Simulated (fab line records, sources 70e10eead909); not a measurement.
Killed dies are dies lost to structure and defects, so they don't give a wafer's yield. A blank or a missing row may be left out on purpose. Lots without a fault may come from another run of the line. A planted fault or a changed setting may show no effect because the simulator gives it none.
Which tool did it? | flow nand_harc | 24 lots, 72 wafers sampled, at 6 steps of a route of 1302

WHAT THE GAUGES READ, wafer by wafer
NHARC_A_M0_INSPECT_11.
lot  | measured     | on                | raw_defect_count
L074 | day 22 23:22 | defect_inspect-01 | 65 48 54
L075 | day 23 13:23 | defect_inspect-01 | 97 129 111
L077 | day 23 16:24 | defect_inspect-02 | 68 70 95
L076 | day 23 21:26 | defect_inspect-02 | 82 91 101
L079 | day 24 20:43 | defect_inspect-02 | 72 70 61
L078 | day 25 05:32 | defect_inspect-02 | 95 103 109
L080 | day 25 22:53 | defect_inspect-02 | 96 75 82
L082 | day 26 00:50 | defect_inspect-02 | 66 82 79
L081 | day 26 13:59 | defect_inspect-01 | 86 83 78
L083 | day 26 15:41 | defect_inspect-01 | 138 139 144
L085 | day 26 17:59 | defect_inspect-02 | 37 43 32
L084 | day 27 05:37 | defect_inspect-02 | 73 77 66
L086 | day 27 09:44 | defect_inspect-02 | 59 65 48
L087 | day 27 18:17 | defect_inspect-02 | 91 71 81
L088 | day 28 10:29 | defect_inspect-02 | 110 126 109
L089 | day 28 13:47 | defect_inspect-01 | 38 45 59
L090 | day 29 06:45 | defect_inspect-01 | 32 47 29
L091 | day 29 23:55 | defect_inspect-02 | 167 144 147
L092 | day 30 10:54 | defect_inspect-02 | 94 89 76
L093 | day 30 12:23 | defect_inspect-02 | 88 74 111
L094 | day 30 20:02 | defect_inspect-01 | 23 30 44
L097 | day 31 13:46 | defect_inspect-02 | 79 83 73
L096 | day 31 16:02 | defect_inspect-01 | 146 139 158
L095 | day 31 18:04 | defect_inspect-02 | 28 21 17

NHARC_A_BONDPAD_INSPECT_23.
lot  | measured     | on                | raw_defect_count
L074 | day 23 10:38 | defect_inspect-02 | 538 469 348
L075 | day 24 00:46 | defect_inspect-01 | 592 660 470
L077 | day 24 04:32 | defect_inspect-02 | 541 435 538
L076 | day 24 08:48 | defect_inspect-02 | 966 623 700
L079 | day 25 08:01 | defect_inspect-01 | 541 482 491
L078 | day 25 16:59 | defect_inspect-01 | 557 583 475
L080 | day 26 10:05 | defect_inspect-01 | 578 560 474
L082 | day 26 12:17 | defect_inspect-01 | 580 688 711
L081 | day 27 01:20 | defect_inspect-01 | 615 545 551
L083 | day 27 02:55 | defect_inspect-02 | 480 615 530
L085 | day 27 05:15 | defect_inspect-02 | 688 624 535
L084 | day 27 17:33 | defect_inspect-02 | 400 481 499
L086 | day 27 21:43 | defect_inspect-01 | 451 411 558
L087 | day 28 05:41 | defect_inspect-02 | 532 396 371
L088 | day 28 22:02 | defect_inspect-01 | 588 591 561
L089 | day 29 01:04 | defect_inspect-02 | 457 361 442
L090 | day 29 18:20 | defect_inspect-02 | 505 373 317
L091 | day 30 11:35 | defect_inspect-01 | 613 599 715
L092 | day 30 22:19 | defect_inspect-01 | 477 603 646
L093 | day 30 23:41 | defect_inspect-01 | 472 579 454
L094 | day 31 07:31 | defect_inspect-01 | 669 709 1025
L097 | day 32 01:47 | defect_inspect-01 | 780 552 461
L096 | day 32 03:50 | defect_inspect-02 | 571 557 684
L095 | day 32 05:20 | defect_inspect-01 | 422 463 508

WHICH TOOL RAN EACH LOT (tool, then ch and the chambers of the sampled wafers, then the start)
lot  | NHARC_A_M1_ANNEAL_31             | NHARC_A_BONDPAD_ETCH_12                       | NHARC_A_BONDPAD_ETCH_24                       | NHARC_A_BONDPAD_CMP_19
L074 | rtp_anneal-01 ch 0, day 23 05:10 | rie_diel-11 ch 1,2, day 23 10:10 or earlier   | rie_diel-11 ch 0,1,2, day 23 10:10 or earlier | cmp-03 ch 0,1,3, day 23 10:10
L075 | rtp_anneal-01 ch 0, day 23 19:29 | rie_diel-01 ch 0,1,2, day 24 00:13 or earlier | rie_diel-11 ch 0,2,3, day 24 00:13 or earlier | cmp-03 ch 0,1,2, day 24 00:13
L077 | rtp_anneal-01 ch 0, day 23 22:30 | rie_diel-11 ch 2,3, day 24 04:01 or earlier   | rie_diel-11 ch 0,2, day 24 04:01 or earlier   | cmp-02 ch 2,3, day 24 04:01
L076 | rtp_anneal-01 ch 0, day 24 03:23 | rie_diel-11 ch 0,1,3, day 24 08:19 or earlier | rie_diel-11 ch 1,2,3, day 24 08:19 or earlier | cmp-01 ch 1,2,3, day 24 08:19
L079 | rtp_anneal-01 ch 0, day 25 02:31 | rie_diel-01 ch 1,2,3, day 25 07:28 or earlier | rie_diel-01 ch 1,3, day 25 07:28 or earlier   | cmp-03 ch 0,1,2, day 25 07:28
L078 | rtp_anneal-01 ch 0, day 25 11:26 | rie_diel-01 ch 1,2,3, day 25 16:28 or earlier | rie_diel-13 ch 1,2,3, day 25 16:28 or earlier | cmp-01 ch 0,1, day 25 16:28
L080 | rtp_anneal-01 ch 0, day 26 04:38 | rie_diel-01 ch 0,1, day 26 09:34 or earlier   | rie_diel-01 ch 0,3, day 26 09:34 or earlier   | cmp-03 ch 0,1, day 26 09:34
L082 | rtp_anneal-01 ch 0, day 26 06:45 | rie_diel-01 ch 0,1,2, day 26 11:49 or earlier | rie_diel-01 ch 0,1,3, day 26 11:49 or earlier | cmp-01 ch 1,2,3, day 26 11:49
L081 | rtp_anneal-01 ch 0, day 26 19:55 | rie_diel-01 ch 0,3, day 27 00:49 or earlier   | rie_diel-11 ch 0,1,3, day 27 00:49 or earlier | cmp-01 ch 0,2,3, day 27 00:49
L083 | rtp_anneal-02 ch 0, day 26 21:34 | rie_diel-01 ch 1,2,3, day 27 02:22 or earlier | rie_diel-01 ch 0,1,2, day 27 02:22 or earlier | cmp-01 ch 0,2,3, day 27 02:22
L085 | rtp_anneal-02 ch 0, day 26 23:47 | rie_diel-01 ch 0,2,3, day 27 04:42 or earlier | rie_diel-01 ch 0,2,3, day 27 04:42 or earlier | cmp-02 ch 0,2,3, day 27 04:42
L084 | rtp_anneal-02 ch 0, day 27 11:23 | rie_diel-11 ch 0,2, day 27 15:29 or earlier   | rie_diel-01 ch 0,1,3, day 27 15:29            | cmp-01 ch 0,2, day 27 17:01
L086 | rtp_anneal-01 ch 0, day 27 16:28 | rie_diel-11 ch 1,2, day 27 21:10 or earlier   | rie_diel-01 ch 2,3, day 27 21:10 or earlier   | cmp-01 ch 1,2, day 27 21:10
L087 | rtp_anneal-01 ch 0, day 28 00:16 | rie_diel-01 ch 2,3, day 28 05:08 or earlier   | rie_diel-01 ch 1,2, day 28 05:08 or earlier   | cmp-02 ch 1,2, day 28 05:08
L088 | rtp_anneal-02 ch 0, day 28 16:28 | rie_diel-13 ch 0,1, day 28 21:29 or earlier   | rie_diel-11 ch 0,2,3, day 28 21:29 or earlier | cmp-03 ch 0,3, day 28 21:29
L089 | rtp_anneal-02 ch 0, day 28 19:46 | rie_diel-01 ch 0,1, day 29 00:35 or earlier   | rie_diel-11 ch 1,2, day 29 00:35 or earlier   | cmp-02 ch 0,1,2, day 29 00:35
L090 | rtp_anneal-02 ch 0, day 29 12:29 | rie_diel-01 ch 0,2, day 29 17:47 or earlier   | rie_diel-11 ch 0,1,2, day 29 17:47 or earlier | cmp-01 ch 1,2, day 29 17:47
L091 | rtp_anneal-01 ch 0, day 30 05:54 | rie_diel-01 ch 0,1,2, day 30 11:02 or earlier | rie_diel-11 ch 0,1,2, day 30 11:02 or earlier | cmp-01 ch 0,1,3, day 30 11:02
L092 | rtp_anneal-01 ch 0, day 30 16:49 | rie_diel-13 ch 0,1,3, day 30 21:46 or earlier | rie_diel-13 ch 0,1,3, day 30 21:46 or earlier | cmp-01 ch 1,2,3, day 30 21:46
L093 | rtp_anneal-02 ch 0, day 30 18:11 | rie_diel-11 ch 0,1,3, day 30 23:11 or earlier | rie_diel-13 ch 2,3, day 30 23:11 or earlier   | cmp-02 ch 0,1,3, day 30 23:11
L094 | rtp_anneal-02 ch 0, day 31 02:01 | rie_diel-01 ch 0,1,2, day 31 06:59 or earlier | rie_diel-01 ch 1,2,3, day 31 06:59 or earlier | cmp-01 ch 1,2,3, day 31 06:59
L097 | rtp_anneal-01 ch 0, day 31 20:04 | rie_diel-11 ch 0,1,3, day 32 01:14 or earlier | rie_diel-11 ch 0,1,3, day 32 01:14 or earlier | cmp-01 ch 0,1,3, day 32 01:14
L096 | rtp_anneal-01 ch 0, day 31 22:18 | rie_diel-01 ch 2,3, day 32 03:20 or earlier   | rie_diel-11 ch 1,3, day 32 03:20 or earlier   | cmp-02 ch 1,3, day 32 03:20
L095 | rtp_anneal-02 ch 0, day 31 23:57 | rie_diel-01 ch 1,2,3, day 32 04:53 or earlier | rie_diel-01 ch 0,2,3, day 32 04:53 or earlier | cmp-03 ch 1,2,3, day 32 04:53
- NHARC_A_M1_ANNEAL_31: time 90 s.
- NHARC_A_BONDPAD_ETCH_12: etches the open film in CHF3/O2, target depth 220 nm, time 110 s.
- NHARC_A_BONDPAD_ETCH_24: etches the open film in CF4/N2, target depth 30 nm, time 72.99 s.
- NHARC_A_BONDPAD_CMP_19: polishes, t overpolish 30 s, cu recess touch 16 s, target thk 169.82 nm.

WHAT THE TOOLS THEMSELVES READ (means of the sampled wafers that have a number; where no wafer has one, the mark that the record gives instead)
NHARC_A_M1_ANNEAL_31.
lot  | tool          | wafer_temp_C_max
L074 | rtp_anneal-01 | 225.86
L075 | rtp_anneal-01 | 225.89
L077 | rtp_anneal-01 | 226.07
L076 | rtp_anneal-01 | 226.01
L079 | rtp_anneal-01 | 226.09
L078 | rtp_anneal-01 | 226.12
L080 | rtp_anneal-01 | 225.87
L082 | rtp_anneal-01 | 225.89
L081 | rtp_anneal-01 | 225.75
L083 | rtp_anneal-02 | 225.60
L085 | rtp_anneal-02 | 225.60
L084 | rtp_anneal-02 | 225.54
L086 | rtp_anneal-01 | 226.01
L087 | rtp_anneal-01 | 225.89
L088 | rtp_anneal-02 | 225.64
L089 | rtp_anneal-02 | 225.63
L090 | rtp_anneal-02 | 225.68
L091 | rtp_anneal-01 | 225.53
L092 | rtp_anneal-01 | 225.95
L093 | rtp_anneal-02 | 225.56
L094 | rtp_anneal-02 | 225.81
L097 | rtp_anneal-01 | 226.14
L096 | rtp_anneal-01 | 226.08
L095 | rtp_anneal-02 | 225.92

NHARC_A_BONDPAD_ETCH_12.
lot  | tool        | drypump_motor_current_A (A) | o2_flow_sccm (sccm) | oes_product_au (a.u.) | rf_vpp_V (V) | showerhead_plenum_p_Torr (Torr) | throttle_valve_pct (%)
L074 | rie_diel-11 | 5.7                         | 9.956               | 0.910                 | 372.9        | 2.49                            | 20.576
L075 | rie_diel-01 | 5.6                         | 9.997               | 0.929                 | 369.6        | 2.37                            | 20.571
L077 | rie_diel-11 | 5.8                         | 10.025              | 0.911                 | 369.4        | 2.36                            | 20.570
L076 | rie_diel-11 | 5.9                         | 10.020              | 0.922                 | 372.3        | 2.52                            | 20.573
L079 | rie_diel-01 | 6.1                         | 9.985               | 0.975                 | 369.1        | 2.39                            | 20.566
L078 | rie_diel-01 | 6.1                         | 10.003              | 0.973                 | 370.7        | 2.39                            | 20.575
L080 | rie_diel-01 | 5.8                         | 10.002              | 0.959                 | 371.7        | 2.45                            | 20.571
L082 | rie_diel-01 | 5.6                         | 9.975               | 0.953                 | 369.8        | 2.37                            | 20.576
L081 | rie_diel-01 | 5.8                         | 9.966               | 0.972                 | 371.0        | 2.44                            | 20.572
L083 | rie_diel-01 | 6.1                         | 9.977               | 0.973                 | 370.5        | 2.39                            | 20.575
L085 | rie_diel-01 | 5.6                         | 9.975               | 0.962                 | 369.9        | 2.37                            | 20.576
L084 | rie_diel-11 | 5.8                         | 10.002              | 0.972                 | 369.8        | 2.38                            | 20.572
L086 | rie_diel-11 | 5.7                         | 10.003              | 0.912                 | 370.5        | 2.38                            | 20.569
L087 | rie_diel-01 | 5.8                         | 9.990               | 0.965                 | 369.4        | 2.32                            | 20.572
L088 | rie_diel-13 | 5.7                         | 10.003              | 0.931                 | 372.0        | 2.48                            | 20.578
L089 | rie_diel-01 | 5.8                         | 10.000              | 0.959                 | 371.3        | 2.45                            | 20.570
L090 | rie_diel-01 | 5.1                         | 10.003              | 0.978                 | 369.4        | 2.35                            | 20.573
L091 | rie_diel-01 | 5.6                         | 10.036              | 0.929                 | 369.8        | 2.37                            | 20.578
L092 | rie_diel-13 | 5.6                         | 9.981               | 0.970                 | 371.7        | 2.46                            | 20.561
L093 | rie_diel-11 | 5.9                         | 9.993               | 0.924                 | 373.0        | 2.51                            | 20.573
L094 | rie_diel-01 | 5.6                         | 9.999               | 0.970                 | 370.2        | 2.37                            | 20.570
L097 | rie_diel-11 | 5.9                         | 10.019              | 0.918                 | 372.7        | 2.51                            | 20.572
L096 | rie_diel-01 | 5.9                         | 9.983               | 0.958                 | 368.9        | 2.31                            | 20.571
L095 | rie_diel-01 | 6.1                         | 9.969               | 0.967                 | 370.3        | 2.39                            | 20.575

NHARC_A_BONDPAD_ETCH_24.
lot  | tool        | drypump_motor_current_A (A) | n2_flow_sccm (sccm) | oes_product_au (a.u.) | rf_vpp_V (V) | showerhead_plenum_p_Torr (Torr) | throttle_valve_pct (%)
L074 | rie_diel-11 | 5.8                         | 99.88               | 0.989                 | 316.2        | 2.72                            | 19.804
L075 | rie_diel-11 | 5.9                         | 100.03              | 0.986                 | 314.9        | 2.65                            | 19.801
L077 | rie_diel-11 | 5.9                         | 99.99               | 0.997                 | 316.1        | 2.71                            | 19.801
L076 | rie_diel-11 | 5.8                         | 99.88               | 0.989                 | 314.2        | 2.65                            | 19.792
L079 | rie_diel-01 | 6.3                         | 100.07              | 0.999                 | 315.2        | 2.70                            | 19.795
L078 | rie_diel-13 | 5.8                         | 99.82               | 1.003                 | 315.4        | 2.67                            | 19.785
L080 | rie_diel-01 | 5.3                         | 100.00              | 1.007                 | 314.3        | 2.64                            | 19.793
L082 | rie_diel-01 | 5.9                         | 99.78               | 1.004                 | 315.0        | 2.67                            | 19.789
L081 | rie_diel-11 | 5.9                         | 100.38              | 1.004                 | 315.3        | 2.75                            | 19.800
L083 | rie_diel-01 | 5.6                         | 99.89               | 0.997                 | 313.5        | 2.59                            | 19.789
L085 | rie_diel-01 | 5.5                         | 99.87               | 1.011                 | 313.6        | 2.59                            | 19.797
L084 | rie_diel-01 | 5.8                         | 99.94               | 1.006                 | 315.6        | 2.67                            | 19.794
L086 | rie_diel-01 | 5.8                         | 100.07              | 1.003                 | 312.8        | 2.54                            | 19.803
L087 | rie_diel-01 | 5.9                         | 100.01              | 1.002                 | 313.1        | 2.54                            | 19.799
L088 | rie_diel-11 | 5.9                         | 100.39              | 1.012                 | 314.5        | 2.64                            | 19.804
L089 | rie_diel-11 | 5.7                         | 100.00              | 0.991                 | 313.3        | 2.60                            | 19.785
L090 | rie_diel-11 | 5.8                         | 99.95               | 0.996                 | 315.6        | 2.71                            | 19.784
L091 | rie_diel-11 | 5.8                         | 99.79               | 0.986                 | 315.8        | 2.71                            | 19.796
L092 | rie_diel-13 | 5.6                         | 100.12              | 0.997                 | 315.8        | 2.69                            | 19.796
L093 | rie_diel-13 | 5.5                         | 100.16              | 1.015                 | 312.8        | 2.60                            | 19.790
L094 | rie_diel-01 | 6.1                         | 99.89               | 1.005                 | 313.1        | 2.62                            | 19.799
L097 | rie_diel-11 | 5.9                         | 100.02              | 0.992                 | 315.3        | 2.74                            | 19.798
L096 | rie_diel-11 | 5.8                         | 99.85               | 0.992                 | 315.8        | 2.74                            | 19.797
L095 | rie_diel-01 | 5.6                         | 100.14              | 1.006                 | 314.0        | 2.59                            | 19.791

NHARC_A_BONDPAD_CMP_19.
lot  | tool   | motor_current_A (A) | overpolish_run_s (s) | slurry_filter_dp_kPa (kPa) | slurry_flow_ml_min
L074 | cmp-03 | 11.0                | 30.005               | 13.43                      | 150.3
L075 | cmp-03 | 10.6                | 30.005               | 13.43                      | 150.2
L077 | cmp-02 | 11.0                | 30.010               | 13.54                      | 150.3
L076 | cmp-01 | 12.6                | 29.995               | 13.52                      | 150.0
L079 | cmp-03 | 10.7                | 30.004               | 13.61                      | 150.3
L078 | cmp-01 | 12.1                | 29.999               | 13.45                      | 150.5
L080 | cmp-03 | 10.9                | 30.000               | 13.41                      | 149.7
L082 | cmp-01 | 12.5                | 29.996               | 13.60                      | 149.8
L081 | cmp-01 | 12.8                | 30.006               | 13.50                      | 150.4
L083 | cmp-01 | 13.2                | 30.004               | 13.50                      | 150.1
L085 | cmp-02 | 11.8                | 29.994               | 13.54                      | 149.6
L084 | cmp-01 | 13.2                | 30.001               | 13.40                      | 150.6
L086 | cmp-01 | 13.2                | 29.993               | 13.47                      | 150.4
L087 | cmp-02 | 11.5                | 30.004               | 13.52                      | 149.8
L088 | cmp-03 | 11.4                | 30.006               | 13.60                      | 149.8
L089 | cmp-02 | 12.2                | 30.001               | 13.52                      | 150.1
L090 | cmp-01 | 13.7                | 30.000               | 13.49                      | 150.4
L091 | cmp-01 | 12.0                | 30.007               | 13.49                      | 150.4
L092 | cmp-01 | 13.2                | 30.003               | 13.45                      | 150.0
L093 | cmp-02 | 11.5                | 30.009               | 13.57                      | 150.3
L094 | cmp-01 | 12.8                | 30.005               | 13.48                      | 150.1
L097 | cmp-01 | 12.6                | 29.991               | 13.47                      | 150.4
L096 | cmp-02 | 11.1                | 29.998               | 13.50                      | 150.2
L095 | cmp-03 | 10.8                | 29.993               | 13.61                      | 149.5

THE ANSWER, worked out from the rows above alone
Rule: what is usual is taken from the lots themselves. Put in order of their means at a reading, lots are off if they are a third of the lots or fewer, leave a main group of 4 or more, and stand apart from it by a gap of 3 or more times the standard deviation of the main group's means; of several such gaps the widest counts. A main group whose means are all the same, to the digits that the tables above print for the reading, isn't used. A lot without any number at a reading at which 4 lots or more have one is off too. The other lots that the step has rows for count as sound. The gauges are gone through in route order, then the tools' own readings, and for those a lot's mean is taken as printed above. The first step at which some lot is off is used, and at that step the reading that is off furthest; a lot without a number counts as furthest.
No lot is off at any reading shown: from this, nothing can be told.

WHAT THE SIMULATOR HAD PUT IN
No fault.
